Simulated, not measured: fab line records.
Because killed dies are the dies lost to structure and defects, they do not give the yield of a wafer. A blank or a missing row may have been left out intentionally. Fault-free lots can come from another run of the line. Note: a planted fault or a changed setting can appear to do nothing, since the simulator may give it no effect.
Chamber matching | flow n5-finfet | 4 sister chambers for N5_BEOL_M5_ETCH_68 on rie-diel-03
The step etches SOC in N2/H2, target depth 80 nm, overetch 16 nm, time 120 s. 20 wafers are shown with their chamber, then 10 later ones without.

== WAFERS WITH THEIR CHAMBER ==
wafer  | chamber | showerhead-plenum-p-Torr (Torr) | throttle-valve-pct (%) | drypump-motor-current-A (A)
L076.3 | 3       | 2.64                            | 18.6                   | 5.9
L076.4 | 0       | 2.70                            | 17.5                   | 5.3
L076.6 | 2       | 2.45                            | 17.5                   | 5.2
L075.3 | 3       | 2.64                            | 18.6                   | 5.9
L075.4 | 3       | 2.64                            | 18.5                   | 5.9
L075.6 | 1       | 2.68                            | 17.4                   | 6.0
L079.1 | 0       | 2.70                            | 17.5                   | 5.2
L079.2 | 2       | 2.45                            | 17.5                   | 5.2
L079.3 | 3       | 2.64                            | 18.6                   | 5.9
L079.4 | 1       | 2.68                            | 17.3                   | 6.0
L079.5 | 0       | 2.69                            | 17.5                   | 5.3
L079.6 | 3       | 2.64                            | 18.6                   | 5.9
L082.1 | 1       | 2.68                            | 17.4                   | 6.0
L082.4 | 0       | 2.69                            | 17.5                   | 5.2
L082.5 | 1       | 2.68                            | 17.3                   | 6.0
L083.1 | 0       | 2.69                            | 17.5                   | 5.3
L083.2 | 1       | 2.68                            | 17.4                   | 6.0
L083.5 | 3       | 2.64                            | 18.6                   | 5.8
L088.1 | 1       | 2.67                            | 17.4                   | 6.0
L088.2 | 2       | 2.44                            | 17.5                   | 5.2

SIGNATURES, as means of the wafers listed above
reading                  | chamber 0 | chamber 1 | chamber 2 | chamber 3 | scatter within a chamber
showerhead-plenum-p-Torr | 2.6940    | 2.6783    | 2.4467    | 2.6400    | 0.00411
throttle-valve-pct       | 17.500    | 17.367    | 17.500    | 18.583    | 0.0368
drypump-motor-current-A  | 5.260     | 6.000     | 5.200     | 5.883     | 0.0356
Rule: a wafer lies at a distance from a chamber equal to the root of the sum of squares, over the readings, of (its reading less the chamber's mean, divided by the reading's scatter). If the next closest chamber is less than 2 further off than the closest, the wafer can't be placed; otherwise it belongs to the closest. The scatter: the root of (the sum of the squares of (reading less its chamber's mean) over the shown wafers, divided by (wafers less chambers)).

== WAFERS MISSING THEIR CHAMBER ==
wafer  | showerhead-plenum-p-Torr (Torr) | throttle-valve-pct (%) | drypump-motor-current-A (A)
L088.3 | 2.69                            | 17.5                   | 5.2
L088.4 | 2.63                            | 18.1                   | 5.9
L088.5 | 2.44                            | 17.5                   | 5.2
L088.6 | 2.63                            | 18.1                   | 5.8
L094.4 | 2.44                            | 17.6                   | 5.2
L094.5 | 2.68                            | 17.5                   | 5.3
L094.6 | 2.63                            | 18.2                   | 5.8
L096.1 | 2.67                            | 17.4                   | 6.0
L096.2 | 2.63                            | 18.2                   | 5.9
L096.4 | 2.68                            | 17.6                   | 5.3

== WHICH CHAMBER EACH ONE RAN IN ==
wafer  | from the rows above | in truth
L088.3 | 0                   | 0
L088.4 | 3                   | 3
L088.5 | 2                   | 2
L088.6 | 3                   | 3
L094.4 | 2                   | 2
L094.5 | 0                   | 0
L094.6 | 3                   | 3
L096.1 | 1                   | 1
L096.2 | 3                   | 3
L096.4 | 0                   | 0
10 of 10 placed correctly. Left unplaced by these rows: 0. 0 placed wrongly.
